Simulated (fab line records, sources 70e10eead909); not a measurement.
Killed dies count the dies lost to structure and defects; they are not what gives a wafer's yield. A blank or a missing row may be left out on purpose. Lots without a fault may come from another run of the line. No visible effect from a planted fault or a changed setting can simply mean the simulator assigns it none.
Matching of chambers | flow nand harc | NHARC_P_GATE_STRIP_101 on rie diel-03 has 4 sister chambers
The step strips in O2, time 20 s. 14 wafers are shown with their chamber, then 7 later ones without.

EACH WAFER AND ITS CHAMBER
wafer  | chamber | showerhead plenum p Torr (Torr) | drypump motor current A (A) | oes product au (a.u.)
L633.2 | 3       | 3.45                            | 6.7                         | 0.972
L633.3 | 1       | 3.34                            | 6.0                         | 0.987
L633.5 | 0       | 3.53                            | 5.9                         | 0.990
L635.3 | 3       | 3.45                            | 6.7                         | 0.980
L635.4 | 0       | 3.53                            | 6.0                         | 0.989
L635.6 | 1       | 3.34                            | 6.0                         | 1.000
L636.2 | 0       | 3.52                            | 5.9                         | 0.994
L636.3 | 3       | 3.45                            | 6.7                         | 0.972
L636.5 | 1       | 3.33                            | 6.0                         | 0.993
L643.1 | 0       | 3.52                            | 5.9                         | 0.988
L643.4 | 2       | 3.72                            | 5.6                         | 0.986
L643.5 | 1       | 3.33                            | 6.1                         | 0.996
L646.2 | 2       | 3.72                            | 5.5                         | 0.984
L646.3 | 0       | 3.52                            | 5.9                         | 0.994

SIGNATURES, as means of the wafers listed above
reading                  | chamber 0 | chamber 1 | chamber 2 | chamber 3 | scatter within a chamber
showerhead plenum p Torr | 3.5240    | 3.3350    | 3.7200    | 3.4500    | 0.00469
drypump motor current A  | 5.920     | 6.025     | 5.550     | 6.700     | 0.0453
oes product au           | 0.99100   | 0.99400   | 0.98500   | 0.97467   | 0.00408
Rule: for a wafer and a chamber, the distance is found by dividing, reading by reading, the gap between the wafer's reading and the chamber's mean by the reading's scatter, squaring, summing and taking the root. The wafer belongs to the nearest chamber; if the next one is less than 2 further off, it can't be placed. How the scatter is found: for the shown wafers, subtract from each reading the mean of its chamber, square and add these, divide the total by (wafers less chambers), then take the root.

WAFERS WHOSE CHAMBER IS MISSING
wafer  | showerhead plenum p Torr (Torr) | drypump motor current A (A) | oes product au (a.u.)
L646.6 | 3.72                            | 5.6                         | 0.988
L647.1 | 3.52                            | 5.9                         | 1.012
L647.2 | 3.33                            | 6.0                         | 0.997
L647.5 | 3.72                            | 5.6                         | 0.997
L648.1 | 3.45                            | 6.7                         | 0.976
L648.3 | 3.72                            | 5.5                         | 0.992
L648.6 | 3.33                            | 6.0                         | 1.000

WHICH CHAMBER EACH ONE RAN IN
wafer  | from the rows above | in truth
L646.6 | 2                   | 2
L647.1 | 0                   | 0
L647.2 | 1                   | 1
L647.5 | 2                   | 2
L648.1 | 3                   | 3
L648.3 | 2                   | 2
L648.6 | 1                   | 1
Placed correctly: 7 of 7. Left unplaced by these rows: 0. Number placed wrongly: 0.
